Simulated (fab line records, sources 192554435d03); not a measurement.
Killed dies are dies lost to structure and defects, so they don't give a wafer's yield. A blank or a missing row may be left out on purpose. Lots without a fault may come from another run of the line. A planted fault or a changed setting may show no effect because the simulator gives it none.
Which tool did it? | flow n5_finfet | 22 lots, 66 wafers sampled, at 6 steps of a route of 1938

WHAT THE GAUGES READ, wafer by wafer
The record holds no reading of a measuring or inspecting step that can be judged against a usual standard deviation.

WHICH TOOL RAN EACH LOT (tool, then ch and the chambers of the sampled wafers, then the start)
lot  | N5_SDB_HM_OPEN_20                 | N5_SDB_ALD_29                    | N5_HKMG_FIN_STRIP_93              | N5_HKMG_FIN_STRIP_19                | N5_HKMG_FIN_ALD_71                  | N5_HKMG_FIN_ALD_21
L074 | rie_diel-05 ch 0,1, day 3 19:50   | ald_sin-03 ch 0,2, day 3 20:26   | rie_diel-05 ch 0,1,2, day 4 01:50 | plasma_asher-01 ch 0, day 4 05:06   | ald_metal-02 ch 0,2,3, day 4 06:34  | ald_metal-03 ch 1,2,3, day 4 07:38
L075 | rie_diel-05 ch 0,2, day 4 04:19   | ald_sin-02 ch 0,2,3, day 4 04:53 | rie_diel-03 ch 2,3, day 4 10:17   | plasma_asher-01 ch 0,1, day 4 13:29 | ald_metal-03 ch 1,2, day 4 15:04    | ald_metal-04 ch 0,3, day 4 16:14
L076 | rie_diel-06 ch 0,1,3, day 4 08:04 | ald_sin-04 ch 1,2,3, day 4 08:56 | rie_diel-05 ch 0,2, day 4 14:20   | plasma_asher-01 ch 0, day 4 17:59   | ald_metal-02 ch 2,3, day 4 19:28    | ald_metal-03 ch 0,3, day 4 20:32
L077 | rie_diel-05 ch 0,1,2, day 4 13:06 | ald_sin-03 ch 0,2,3, day 4 13:41 | rie_diel-05 ch 0,3, day 4 19:17   | plasma_asher-01 ch 0,1, day 4 22:41 | ald_metal-04 ch 0,1, day 5 00:02    | ald_metal-03 ch 0,1, day 5 01:07
L078 | rie_diel-06 ch 1,2, day 4 19:07   | ald_sin-03 ch 0,2, day 4 20:00   | rie_diel-03 ch 0,1,3, day 5 01:25 | plasma_asher-01 ch 0,1, day 5 04:40 | ald_metal-04 ch 0,1,3, day 5 06:08  | ald_metal-02 ch 1,2,3, day 5 07:28
L079 | rie_diel-03 ch 0,1,3, day 5 01:42 | ald_sin-04 ch 0,1,3, day 5 02:20 | rie_diel-05 ch 2,3, day 5 08:07   | plasma_asher-01 ch 0,1, day 5 11:29 | ald_metal-03 ch 2,3, day 5 12:53    | ald_metal-04 ch 0,1, day 5 14:06
L080 | rie_diel-05 ch 0,3, day 5 09:14   | ald_sin-02 ch 0,1,2, day 5 09:52 | rie_diel-06 ch 0,3, day 5 15:55   | plasma_asher-01 ch 0,1, day 5 19:29 | ald_metal-04 ch 0,1,2, day 5 20:50  | ald_metal-03 ch 1,2,3, day 5 21:55
L081 | rie_diel-06 ch 2,3, day 5 15:08   | ald_sin-04 ch 0,1, day 5 15:46   | rie_diel-06 ch 2,3, day 5 21:35   | plasma_asher-02 ch 0,1, day 6 00:43 | ald_metal-04 ch 1,2, day 6 02:10    | ald_metal-04 ch 0,3, day 6 03:16
L082 | rie_diel-05 ch 0,1,2, day 5 19:04 | ald_sin-02 ch 0,3, day 5 19:49   | rie_diel-06 ch 0,2, day 6 01:25   | plasma_asher-02 ch 0, day 6 04:37   | ald_metal-02 ch 0,1, day 6 06:08    | ald_metal-04 ch 1,2, day 6 07:13
L083 | rie_diel-03 ch 1,2, day 6 02:26   | ald_sin-03 ch 0,3, day 6 03:02   | rie_diel-06 ch 1,2,3, day 6 08:46 | plasma_asher-01 ch 0,1, day 6 12:13 | ald_metal-02 ch 0,3, day 6 13:53    | ald_metal-04 ch 1,2,3, day 6 15:21
L085 | rie_diel-06 ch 0,3, day 6 10:43   | ald_sin-02 ch 0,3, day 6 11:30   | rie_diel-03 ch 0,2,3, day 6 17:15 | plasma_asher-01 ch 0,1, day 6 20:37 | ald_metal-02 ch 0,2, day 6 22:05    | ald_metal-04 ch 0,1,2, day 6 23:11
L086 | rie_diel-03 ch 0,2, day 6 20:32   | ald_sin-03 ch 2,3, day 6 21:06   | rie_diel-05 ch 0,1,2, day 7 02:30 | plasma_asher-01 ch 0,1, day 7 05:52 | ald_metal-03 ch 0,1, day 7 07:19    | ald_metal-02 ch 0,2,3, day 7 08:42
L087 | rie_diel-06 ch 1,2,3, day 7 02:58 | ald_sin-02 ch 0,3, day 7 03:32   | rie_diel-05 ch 0,1,3, day 7 09:08 | plasma_asher-02 ch 0,1, day 7 12:24 | ald_metal-03 ch 0,1, day 7 13:51    | ald_metal-02 ch 0,1,3, day 7 14:57
L088 | rie_diel-05 ch 0,1,2, day 7 05:58 | ald_sin-04 ch 0,1,2, day 7 06:32 | rie_diel-06 ch 1,2,3, day 7 11:59 | plasma_asher-02 ch 0,1, day 7 15:14 | ald_metal-04 ch 0,1,2, day 7 16:42  | ald_metal-02 ch 0,2,3, day 7 17:47
L090 | rie_diel-03 ch 1,3, day 7 21:23   | ald_sin-02 ch 0,2,3, day 7 22:17 | rie_diel-03 ch 2,3, day 8 04:10   | plasma_asher-02 ch 1, day 8 07:30   | ald_metal-04 ch 0,2, day 8 09:14    | ald_metal-02 ch 0,2, day 8 10:19
L091 | rie_diel-06 ch 0,1,2, day 8 00:01 | ald_sin-04 ch 0,1,3, day 8 01:02 | rie_diel-03 ch 0,1,3, day 8 06:55 | plasma_asher-02 ch 0,1, day 8 10:28 | ald_metal-04 ch 0,2, day 8 11:59    | ald_metal-02 ch 1,2, day 8 13:40
L092 | rie_diel-06 ch 0,2,3, day 8 06:16 | ald_sin-04 ch 1,3, day 8 06:58   | rie_diel-03 ch 0,1,3, day 8 12:19 | plasma_asher-01 ch 0,1, day 8 15:48 | ald_metal-03 ch 0,2, day 8 17:09    | ald_metal-03 ch 0,2,3, day 8 18:14
L093 | rie_diel-05 ch 1,2, day 8 15:02   | ald_sin-03 ch 2,3, day 8 15:37   | rie_diel-06 ch 1,3, day 8 21:05   | plasma_asher-01 ch 0,1, day 9 00:28 | ald_metal-04 ch 0,1,3, day 9 01:56  | ald_metal-02 ch 0,1,2, day 9 03:01
L094 | rie_diel-03 ch 1,2, day 8 19:10   | ald_sin-02 ch 1,3, day 8 20:14   | rie_diel-05 ch 0,1,3, day 9 04:47 | plasma_asher-01 ch 0,1, day 9 08:17 | ald_metal-03 ch 0,1,2, day 9 09:44  | ald_metal-03 ch 0,1,2, day 9 10:51
L095 | rie_diel-05 ch 1,2,3, day 9 01:23 | ald_sin-03 ch 0,2,3, day 9 01:58 | rie_diel-06 ch 1,3, day 9 07:35   | plasma_asher-02 ch 0, day 9 11:00   | ald_metal-04 ch 0,2,3, day 9 12:28  | ald_metal-03 ch 1,2, day 9 13:42
L096 | rie_diel-03 ch 1,3, day 9 06:46   | ald_sin-03 ch 2,3, day 9 07:40   | rie_diel-03 ch 0,1,3, day 9 13:07 | plasma_asher-02 ch 0, day 9 16:19   | ald_metal-04 ch 0,2, day 9 17:50    | ald_metal-02 ch 0,3, day 9 19:09
L097 | rie_diel-05 ch 0,3, day 9 14:56   | ald_sin-03 ch 0,2, day 9 17:19   | rie_diel-06 ch 0,1,3, day 9 22:36 | plasma_asher-02 ch 0, day 10 01:51  | ald_metal-02 ch 1,2,3, day 10 03:19 | ald_metal-04 ch 0,3, day 10 04:48
- N5_SDB_HM_OPEN_20: chemistry CH3F/O2, target SiNx, stops on poly-Si, target depth 24 nm.
- N5_SDB_ALD_29: deposits SiNx, target thk 30 nm, pulse time 1 s, ald cycles 600.
- N5_HKMG_FIN_STRIP_93: strips SOC in N2/H2, time 20 s.
- N5_HKMG_FIN_STRIP_19: strips in N2/H2, time 360 s.
- N5_HKMG_FIN_ALD_71: deposits TiN, target thk 1 nm, pulse time 1 s, purge time 3 s.
- N5_HKMG_FIN_ALD_21: deposits TiN, target thk 1.5 nm, pulse time 1 s, purge time 3 s.

WHAT THE TOOLS THEMSELVES READ (means of the sampled wafers that have a number; where no wafer has one, the mark that the record gives instead)
N5_SDB_HM_OPEN_20.
lot  | tool        | CH3F_flow_sccm (sccm) | O2_flow_sccm (sccm) | drypump_motor_current_A (A) | oes_product_au (a.u.) | rf_vpp_V (V) | showerhead_plenum_p_Torr (Torr) | throttle_valve_pct (%)
L074 | rie_diel-05 | 29.96                 | 19.99               | 5.40                        | 0.60                  | 298.9        | 2.07                            | 16.55
L075 | rie_diel-05 | 30.01                 | 19.98               | 5.37                        | 0.63                  | 298.1        | 2.06                            | 16.45
L076 | rie_diel-06 | 29.96                 | 19.99               | 5.55                        | 0.66                  | 298.9        | 1.99                            | 16.24
L077 | rie_diel-05 | 29.98                 | 19.96               | 5.53                        | 0.62                  | 298.4        | 2.05                            | 16.45
L078 | rie_diel-06 | 29.99                 | 20.02               | 5.65                        | 0.66                  | 299.3        | 2.03                            | 15.96
L079 | rie_diel-03 | 29.99                 | 19.99               | 5.39                        | 0.73                  | 298.2        | 2.03                            | 16.19
L080 | rie_diel-05 | 30.04                 | 20.02               | 5.28                        | 0.70                  | 296.5        | 2.07                            | 16.43
L081 | rie_diel-06 | 29.97                 | 20.02               | 5.27                        | 0.63                  | 301.4        | 2.01                            | 16.21
L082 | rie_diel-05 | 30.07                 | 19.96               | 5.52                        | 0.60                  | 298.6        | 2.04                            | 16.47
L083 | rie_diel-03 | 30.00                 | 20.02               | 5.50                        | 0.71                  | 298.6        | 1.98                            | 16.03
L085 | rie_diel-06 | 30.02                 | 20.07               | 5.40                        | 0.64                  | 298.7        | 1.98                            | 16.43
L086 | rie_diel-03 | 30.00                 | 20.07               | 5.54                        | 0.63                  | 295.5        | 1.89                            | 16.34
L087 | rie_diel-06 | 30.08                 | 20.06               | 5.47                        | 0.63                  | 300.6        | 2.01                            | 16.16
L088 | rie_diel-05 | 30.01                 | 20.05               | 5.52                        | 0.60                  | 298.9        | 2.04                            | 16.49
L090 | rie_diel-03 | 30.07                 | 20.05               | 5.38                        | 0.72                  | 300.3        | 2.03                            | 16.09
L091 | rie_diel-06 | 29.94                 | 20.00               | 5.55                        | 0.62                  | 299.3        | 1.98                            | 16.21
L092 | rie_diel-06 | 30.03                 | 20.05               | 5.37                        | 0.62                  | 298.9        | 1.97                            | 16.37
L093 | rie_diel-05 | 30.05                 | 20.05               | 5.66                        | 0.73                  | 299.8        | 2.03                            | 16.21
L094 | rie_diel-03 | 29.93                 | 20.04               | 5.50                        | 0.68                  | 298.6        | 1.97                            | 16.08
L095 | rie_diel-05 | 29.95                 | 19.98               | 5.67                        | 0.71                  | 300.1        | 2.03                            | 16.21
L096 | rie_diel-03 | 29.96                 | 20.00               | 5.32                        | 0.71                  | 299.5        | 2.03                            | 16.30
L097 | rie_diel-05 | 30.06                 | 19.96               | 5.44                        | 0.69                  | 297.4        | 2.05                            | 16.34

N5_SDB_ALD_29.
lot  | tool       | heater_power_w (W) | precursor_pulse_height_rel | susceptor_temp_C (C)
L074 | ald_sin-03 | 911                | 0.984                      | 399.99
L075 | ald_sin-02 | 865                | 1.004                      | 399.99
L076 | ald_sin-04 | 730                | 0.996                      | 400.06
L077 | ald_sin-03 | 894                | 0.992                      | 399.68
L078 | ald_sin-03 | 917                | 0.999                      | 399.81
L079 | ald_sin-04 | 766                | 1.014                      | 399.96
L080 | ald_sin-02 | 794                | 1.019                      | 400.08
L081 | ald_sin-04 | 762                | 0.995                      | 400.19
L082 | ald_sin-02 | 895                | 0.993                      | 400.11
L083 | ald_sin-03 | 874                | 1.012                      | 399.65
L085 | ald_sin-02 | 946                | 0.993                      | 399.89
L086 | ald_sin-03 | 926                | 1.015                      | 399.82
L087 | ald_sin-02 | 956                | 0.991                      | 400.15
L088 | ald_sin-04 | 789                | 0.986                      | 400.23
L090 | ald_sin-02 | 886                | 0.998                      | 399.90
L091 | ald_sin-04 | 779                | 0.991                      | 400.14
L092 | ald_sin-04 | 711                | 0.994                      | 399.93
L093 | ald_sin-03 | 890                | 0.990                      | 400.36
L094 | ald_sin-02 | 841                | 1.015                      | 400.15
L095 | ald_sin-03 | 895                | 1.004                      | 399.84
L096 | ald_sin-03 | 899                | 0.995                      | 400.27
L097 | ald_sin-03 | 907                | 0.992                      | 400.11

N5_HKMG_FIN_STRIP_93.
lot  | tool        | drypump_motor_current_A (A) | oes_product_au (a.u.) | rf_vpp_V (V) | showerhead_plenum_p_Torr (Torr) | throttle_valve_pct (%)
L074 | rie_diel-05 | 5.55                        | 0.74                  | 53.6         | 3.44                            | 19.05
L075 | rie_diel-03 | 5.51                        | 0.83                  | 54.4         | 3.21                            | 18.90
L076 | rie_diel-05 | 5.66                        | 0.75                  | 53.8         | 3.40                            | 18.75
L077 | rie_diel-05 | 5.30                        | 0.85                  | 54.2         | 3.48                            | 19.00
L078 | rie_diel-03 | 5.41                        | 0.88                  | 53.7         | 3.40                            | 18.80
L079 | rie_diel-05 | 5.71                        | 0.90                  | 54.0         | 3.41                            | 18.69
L080 | rie_diel-06 | 5.39                        | 0.80                  | 53.9         | 3.33                            | 19.23
L081 | rie_diel-06 | 5.32                        | 0.79                  | 54.6         | 3.38                            | 19.13
L082 | rie_diel-06 | 5.46                        | 0.75                  | 54.1         | 3.26                            | 18.99
L083 | rie_diel-06 | 5.49                        | 0.79                  | 55.5         | 3.38                            | 19.05
L085 | rie_diel-03 | 5.46                        | 0.79                  | 53.0         | 3.30                            | 18.88
L086 | rie_diel-05 | 5.55                        | 0.71                  | 54.7         | 3.42                            | 19.10
L087 | rie_diel-05 | 5.43                        | 0.80                  | 54.5         | 3.45                            | 19.16
L088 | rie_diel-06 | 5.52                        | 0.78                  | 53.9         | 3.37                            | 19.06
L090 | rie_diel-03 | 5.39                        | 0.82                  | 53.8         | 3.31                            | 19.02
L091 | rie_diel-03 | 5.42                        | 0.82                  | 53.6         | 3.39                            | 18.85
L092 | rie_diel-03 | 5.38                        | 0.82                  | 54.5         | 3.39                            | 18.86
L093 | rie_diel-06 | 5.70                        | 0.79                  | 53.3         | 3.39                            | 19.16
L094 | rie_diel-05 | 5.43                        | 0.86                  | 53.6         | 3.45                            | 19.07
L095 | rie_diel-06 | 5.51                        | 0.79                  | 54.7         | 3.38                            | 19.26
L096 | rie_diel-03 | 5.40                        | 0.81                  | 53.5         | 3.38                            | 18.87
L097 | rie_diel-06 | 5.60                        | 0.76                  | 53.4         | 3.32                            | 19.20

N5_HKMG_FIN_STRIP_19.
lot  | tool            | drypump_motor_current_A (A) | heater_power_w (W)
L074 | plasma_asher-01 | 5.8                         | 401
L075 | plasma_asher-01 | 5.1                         | 446
L076 | plasma_asher-01 | 5.8                         | 404
L077 | plasma_asher-01 | 5.1                         | 451
L078 | plasma_asher-01 | 5.1                         | 450
L079 | plasma_asher-01 | 5.4                         | 427
L080 | plasma_asher-01 | 5.4                         | 426
L081 | plasma_asher-02 | 6.4                         | 505
L082 | plasma_asher-02 | 6.1                         | 385
L083 | plasma_asher-01 | 5.4                         | 427
L085 | plasma_asher-01 | 5.4                         | 424
L086 | plasma_asher-01 | 5.4                         | 431
L087 | plasma_asher-02 | 6.2                         | 450
L088 | plasma_asher-02 | 6.2                         | 448
L090 | plasma_asher-02 | 6.5                         | 573
L091 | plasma_asher-02 | 6.2                         | 457
L092 | plasma_asher-01 | 5.1                         | 455
L093 | plasma_asher-01 | 5.1                         | 448
L094 | plasma_asher-01 | 5.1                         | 451
L095 | plasma_asher-02 | 6.1                         | 388
L096 | plasma_asher-02 | 6.1                         | 387
L097 | plasma_asher-02 | 6.1                         | 387

N5_HKMG_FIN_ALD_71.
lot  | tool         | heater_power_w (W) | precursor_pulse_height_rel | susceptor_temp_C (C)
L074 | ald_metal-02 | 897                | 0.982                      | 400.19
L075 | ald_metal-03 | 946                | 0.994                      | 399.70
L076 | ald_metal-02 | 945                | 0.987                      | 400.07
L077 | ald_metal-04 | 1022               | 1.016                      | 399.98
L078 | ald_metal-04 | 919                | 0.994                      | 399.72
L079 | ald_metal-03 | 944                | 0.999                      | 399.95
L080 | ald_metal-04 | 973                | 1.001                      | 399.76
L081 | ald_metal-04 | 936                | 0.992                      | 400.14
L082 | ald_metal-02 | 905                | 0.984                      | 399.87
L083 | ald_metal-02 | 867                | 1.012                      | 400.16
L085 | ald_metal-02 | 904                | 1.011                      | 399.84
L086 | ald_metal-03 | 907                | 1.006                      | 399.98
L087 | ald_metal-03 | 928                | 1.003                      | 400.08
L088 | ald_metal-04 | 961                | 1.023                      | 399.97
L090 | ald_metal-04 | 954                | 0.998                      | 399.82
L091 | ald_metal-04 | 946                | 0.992                      | 399.81
L092 | ald_metal-03 | 924                | 0.991                      | 400.13
L093 | ald_metal-04 | 938                | 1.006                      | 400.06
L094 | ald_metal-03 | 922                | 1.002                      | 399.95
L095 | ald_metal-04 | 885                | 1.002                      | 399.98
L096 | ald_metal-04 | 934                | 1.000                      | 400.14
L097 | ald_metal-02 | 938                | 1.013                      | 399.94

N5_HKMG_FIN_ALD_21.
lot  | tool         | heater_power_w (W) | precursor_pulse_height_rel | susceptor_temp_C (C)
L074 | ald_metal-03 | 931                | 0.998                      | 399.81
L075 | ald_metal-04 | 843                | 1.001                      | 400.25
L076 | ald_metal-03 | 904                | 1.021                      | 399.73
L077 | ald_metal-03 | 910                | 1.010                      | 399.98
L078 | ald_metal-02 | 929                | 0.992                      | 399.97
L079 | ald_metal-04 | 999                | 0.991                      | 399.89
L080 | ald_metal-03 | 933                | 1.002                      | 400.04
L081 | ald_metal-04 | 911                | 0.996                      | 399.89
L082 | ald_metal-04 | 947                | 1.002                      | 399.91
L083 | ald_metal-04 | 912                | 0.997                      | 399.99
L085 | ald_metal-04 | 970                | 1.009                      | 399.84
L086 | ald_metal-02 | 910                | 0.996                      | 399.97
L087 | ald_metal-02 | 880                | 1.025                      | 399.92
L088 | ald_metal-02 | 898                | 0.992                      | 399.99
L090 | ald_metal-02 | 875                | 0.994                      | 399.83
L091 | ald_metal-02 | 926                | 0.994                      | 399.86
L092 | ald_metal-03 | 918                | 1.022                      | 399.77
L093 | ald_metal-02 | 914                | 1.009                      | 400.01
L094 | ald_metal-03 | 923                | 1.016                      | 400.23
L095 | ald_metal-03 | 940                | 1.012                      | 400.11
L096 | ald_metal-02 | 864                | 1.033                      | 400.07
L097 | ald_metal-04 | 842                | 0.996                      | 399.99

THE ANSWER, worked out from the rows above alone
Rule: what is usual is taken from the lots themselves. Put in order of their means at a reading, lots are off if they are a third of the lots or fewer, leave a main group of 4 or more, and stand apart from it by a gap of 3 or more times the standard deviation of the main group's means; of several such gaps the widest counts. A main group whose means are all the same, to the digits that the tables above print for the reading, isn't used. A lot without any number at a reading at which 4 lots or more have one is off too. The other lots that the step has rows for count as sound. The gauges are gone through in route order, then the tools' own readings, and for those a lot's mean is taken as printed above. The first step at which some lot is off is used, and at that step the reading that is off furthest; a lot without a number counts as furthest.
No lot is off at any reading shown: from this, nothing can be told.

WHAT THE SIMULATOR HAD PUT IN
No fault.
